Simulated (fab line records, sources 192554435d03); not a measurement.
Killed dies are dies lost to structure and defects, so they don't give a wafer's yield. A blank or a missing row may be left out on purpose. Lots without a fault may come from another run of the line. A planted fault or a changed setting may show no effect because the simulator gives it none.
Which tool did it? | flow n5_finfet | 24 lots, 72 wafers sampled, at 4 steps of a route of 1938

WHAT THE GAUGES READ, wafer by wafer
N5_BEOL_M4_CD_MEAS_28: target cd 26.2 nm, target cd y 24.1 nm.
lot  | measured     | on        | cd_nm (nm)
L074 | day 8 14:55  | cd_sem-01 | 26.39 26.11 26.64
L075 | day 8 17:34  | cd_sem-03 | 25.53 25.99 25.86
L076 | day 8 18:07  | cd_sem-01 | 26.26 26.10 26.20
L079 | day 9 02:23  | cd_sem-02 | 26.16 26.49 26.42
L077 | day 9 03:01  | cd_sem-01 | 26.58 26.44 26.44
L078 | day 9 06:53  | cd_sem-01 | 25.97 26.57 26.14
L081 | day 9 21:31  | cd_sem-02 | 26.29 25.88 26.14
L080 | day 10 07:52 | cd_sem-02 | 26.54 26.19 26.55
L083 | day 10 12:05 | cd_sem-01 | 26.52 26.67 26.49
L082 | day 11 07:50 | cd_sem-01 | 25.77 25.96 26.53
L084 | day 11 15:54 | cd_sem-02 | 26.53 26.53 26.37
L085 | day 11 16:10 | cd_sem-01 | 26.43 26.19 26.19
L086 | day 11 17:25 | cd_sem-01 | 26.45 26.26 25.75
L087 | day 11 18:09 | cd_sem-02 | 26.22 25.84 25.96
L089 | day 12 02:28 | cd_sem-03 | 26.15 25.99 26.37
L088 | day 12 11:46 | cd_sem-01 | 26.12 26.33 26.18
L090 | day 12 12:59 | cd_sem-03 | 26.21 26.30 25.99
L091 | day 12 20:04 | cd_sem-01 | 26.50 26.29 26.24
L092 | day 13 05:11 | cd_sem-02 | 26.37 26.04 26.21
L093 | day 13 05:15 | cd_sem-02 | 26.40 26.34 25.96
L094 | day 13 08:44 | cd_sem-03 | 26.35 26.56 26.16
L095 | day 14 17:55 | cd_sem-03 | 26.19 26.50 26.36
L096 | day 14 23:09 | cd_sem-03 | 26.01 26.13 26.04
L097 | day 15 03:31 | cd_sem-01 | 26.33 26.11 25.91

N5_BEOL_M5_INSPECT_13: inspects for defects (brightfield).
lot  | measured     | on                | raw_defect_count
L074 | day 9 03:40  | defect_inspect-02 | 505 341 368
L075 | day 9 13:42  | defect_inspect-02 | 787 566 479
L076 | day 9 07:54  | defect_inspect-01 | 401 289 423
L079 | day 10 10:15 | defect_inspect-02 | 334 443 508
L077 | day 10 10:43 | defect_inspect-01 | 392 434 456
L078 | day 10 17:11 | defect_inspect-02 | 388 347 369
L081 | day 10 17:44 | defect_inspect-01 | 610 352 540
L080 | day 10 20:19 | defect_inspect-02 | 465 422 351
L083 | day 11 10:16 | defect_inspect-02 | 274 297 370
L082 | day 11 17:40 | defect_inspect-02 | 470 519 324
L084 | day 12 02:22 | defect_inspect-02 | 322 299 291
L085 | day 12 04:08 | defect_inspect-02 | 434 487 486
L086 | day 12 04:36 | defect_inspect-01 | 233 297 234
L087 | day 12 11:04 | defect_inspect-02 | 378 305 385
L089 | day 12 16:52 | defect_inspect-01 | 523 497 440
L088 | day 13 11:24 | defect_inspect-01 | 412 412 508
L090 | day 13 13:42 | defect_inspect-01 | 267 346 435
L091 | day 13 14:13 | defect_inspect-01 | 388 316 256
L092 | day 13 20:43 | defect_inspect-01 | 374 340 383
L093 | day 13 21:36 | defect_inspect-02 | 331 354 322
L094 | day 14 07:29 | defect_inspect-01 | 378 429 428
L095 | day 15 05:32 | defect_inspect-02 | 412 321 320
L096 | day 15 11:58 | defect_inspect-02 | 388 318 286
L097 | day 15 16:11 | defect_inspect-02 | 326 264 309

WHICH TOOL RAN EACH LOT (tool, then ch and the chambers of the sampled wafers, then the start)
lot  | N5_BEOL_M4_ETCHBACK_99             | N5_BEOL_M4_ANNEAL_51
L074 | rie_diel-01 ch 0,2,3, day 8 20:57  | rtp_anneal-01 ch 0, day 9 00:20
L075 | rie_diel-04 ch 1,2, day 9 03:20    | rtp_anneal-02 ch 0, day 9 08:11
L076 | rie_diel-03 ch 0,1, day 8 23:46    | rtp_anneal-01 ch 0, day 9 03:11
L079 | rie_diel-03 ch 0,1,2, day 10 01:44 | rtp_anneal-01 ch 0, day 10 05:41
L077 | rie_diel-03 ch 0,1,2, day 10 02:07 | rtp_anneal-02 ch 0, day 10 07:25
L078 | rie_diel-01 ch 0,3, day 10 09:13   | rtp_anneal-02 ch 0, day 10 12:35
L081 | rie_diel-03 ch 0,3, day 10 09:15   | rtp_anneal-02 ch 0, day 10 12:52
L080 | rie_diel-01 ch 1,2, day 10 12:33   | rtp_anneal-01 ch 0, day 10 16:34
L083 | rie_diel-01 ch 0,3, day 11 00:46   | rtp_anneal-02 ch 0, day 11 04:20
L082 | rie_diel-04 ch 0,1, day 11 09:52   | rtp_anneal-02 ch 0, day 11 14:07
L084 | rie_diel-04 ch 0,2,3, day 11 18:47 | rtp_anneal-02 ch 0, day 11 22:53
L085 | rie_diel-01 ch 0,2,3, day 11 18:50 | rtp_anneal-01 ch 0, day 11 23:04
L086 | rie_diel-03 ch 0,3, day 11 18:55   | rtp_anneal-02 ch 0, day 12 00:41
L087 | rie_diel-01 ch 1,2,3, day 12 00:28 | rtp_anneal-01 ch 0, day 12 04:04
L089 | rie_diel-04 ch 0,1,2, day 12 04:54 | rtp_anneal-01 ch 0, day 12 10:29
L088 | rie_diel-03 ch 1,3, day 13 03:08   | rtp_anneal-02 ch 0, day 13 06:56
L090 | rie_diel-01 ch 0,1,2, day 13 06:38 | rtp_anneal-01 ch 0, day 13 10:32
L091 | rie_diel-04 ch 0,2,3, day 13 06:44 | rtp_anneal-02 ch 0, day 13 10:50
L092 | rie_diel-01 ch 0,1,2, day 13 12:41 | rtp_anneal-01 ch 0, day 13 15:55
L093 | rie_diel-01 ch 0,2,3, day 13 13:10 | rtp_anneal-02 ch 0, day 13 17:53
L094 | rie_diel-03 ch 1,3, day 13 22:07   | rtp_anneal-01 ch 0, day 14 03:35
L095 | rie_diel-01 ch 0,1, day 14 20:56   | rtp_anneal-02 ch 0, day 15 01:55
L096 | rie_diel-04 ch 1,3, day 15 04:26   | rtp_anneal-01 ch 0, day 15 07:58
L097 | rie_diel-01 ch 1,2,3, day 15 07:40 | rtp_anneal-01 ch 0, day 15 11:17
- N5_BEOL_M4_ETCHBACK_99: etches SiO2 in CHF3, target depth 5 nm, time 10.4 s.
- N5_BEOL_M4_ANNEAL_51: time 90 s.

WHAT THE TOOLS THEMSELVES READ (means of the sampled wafers that have a number; where no wafer has one, the mark that the record gives instead)
N5_BEOL_M4_ETCHBACK_99.
lot  | tool        | drypump_motor_current_A (A) | oes_product_au (a.u.) | rf_vpp_V (V) | showerhead_plenum_p_Torr (Torr) | throttle_valve_pct (%)
L074 | rie_diel-01 | 5.8                         | 0.87                  | 240.6        | 2.19                            | 16.96
L075 | rie_diel-04 | 5.8                         | 0.83                  | 239.7        | 2.21                            | 16.79
L076 | rie_diel-03 | 5.8                         | 0.95                  | 241.4        | 2.16                            | 16.77
L079 | rie_diel-03 | 5.8                         | 0.83                  | 241.1        | 2.14                            | 16.99
L077 | rie_diel-03 | 5.8                         | 0.84                  | 241.6        | 2.14                            | 16.99
L078 | rie_diel-01 | 6.1                         | 0.84                  | 239.0        | 2.13                            | 17.04
L081 | rie_diel-03 | 5.1                         | 0.79                  | 241.7        | 2.18                            | 17.15
L080 | rie_diel-01 | 5.2                         | 0.87                  | 244.6        | 2.28                            | 16.98
L083 | rie_diel-01 | 5.9                         | 0.81                  | 240.2        | 2.14                            | 17.00
L082 | rie_diel-04 | 5.2                         | 0.85                  | 244.6        | 2.16                            | 16.88
L084 | rie_diel-04 | 5.8                         | 0.85                  | 242.3        | 2.18                            | 16.98
L085 | rie_diel-01 | 5.7                         | 0.83                  | 240.4        | 2.18                            | 17.01
L086 | rie_diel-03 | 5.0                         | 0.78                  | 241.9        | 2.17                            | 17.18
L087 | rie_diel-01 | 5.5                         | 0.85                  | 241.5        | 2.22                            | 17.03
L089 | rie_diel-04 | 5.5                         | 0.81                  | 241.5        | 2.17                            | 16.86
L088 | rie_diel-03 | 5.4                         | 0.73                  | 243.0        | 2.23                            | 17.30
L090 | rie_diel-01 | 5.4                         | 0.83                  | 243.2        | 2.24                            | 17.01
L091 | rie_diel-04 | 5.8                         | 0.83                  | 241.7        | 2.18                            | 17.00
L092 | rie_diel-01 | 5.4                         | 0.82                  | 243.7        | 2.23                            | 17.00
L093 | rie_diel-01 | 5.8                         | 0.82                  | 241.3        | 2.18                            | 17.02
L094 | rie_diel-03 | 6.0                         | 0.77                  | 242.2        | 2.24                            | 17.20
L095 | rie_diel-01 | 5.3                         | 0.80                  | 243.5        | 2.23                            | 17.06
L096 | rie_diel-04 | 5.7                         | 0.85                  | 240.9        | 2.27                            | 16.99
L097 | rie_diel-01 | 5.6                         | 0.81                  | 241.1        | 2.21                            | 17.07

N5_BEOL_M4_ANNEAL_51.
lot  | tool          | wafer_temp_C_max
L074 | rtp_anneal-01 | 225.81
L075 | rtp_anneal-02 | 225.81
L076 | rtp_anneal-01 | 225.72
L079 | rtp_anneal-01 | 225.87
L077 | rtp_anneal-02 | 225.76
L078 | rtp_anneal-02 | 225.77
L081 | rtp_anneal-02 | 225.62
L080 | rtp_anneal-01 | 225.58
L083 | rtp_anneal-02 | 225.94
L082 | rtp_anneal-02 | 225.65
L084 | rtp_anneal-02 | 225.61
L085 | rtp_anneal-01 | 225.60
L086 | rtp_anneal-02 | 225.72
L087 | rtp_anneal-01 | 225.71
L089 | rtp_anneal-01 | 225.64
L088 | rtp_anneal-02 | 225.74
L090 | rtp_anneal-01 | 225.42
L091 | rtp_anneal-02 | 225.69
L092 | rtp_anneal-01 | 225.48
L093 | rtp_anneal-02 | 225.82
L094 | rtp_anneal-01 | 225.44
L095 | rtp_anneal-02 | 225.92
L096 | rtp_anneal-01 | 225.74
L097 | rtp_anneal-01 | 225.69

THE ANSWER, worked out from the rows above alone
Rule: what is usual is taken from the lots themselves. Put in order of their means at a reading, lots are off if they are a third of the lots or fewer, leave a main group of 4 or more, and stand apart from it by a gap of 3 or more times the standard deviation of the main group's means; of several such gaps the widest counts. A main group whose means are all the same, to the digits that the tables above print for the reading, isn't used. A lot without any number at a reading at which 4 lots or more have one is off too. The other lots that the step has rows for count as sound. The gauges are gone through in route order, then the tools' own readings, and for those a lot's mean is taken as printed above. The first step at which some lot is off is used, and at that step the reading that is off furthest; a lot without a number counts as furthest.
No lot is off at any reading shown: from this, nothing can be told.

WHAT THE SIMULATOR HAD PUT IN
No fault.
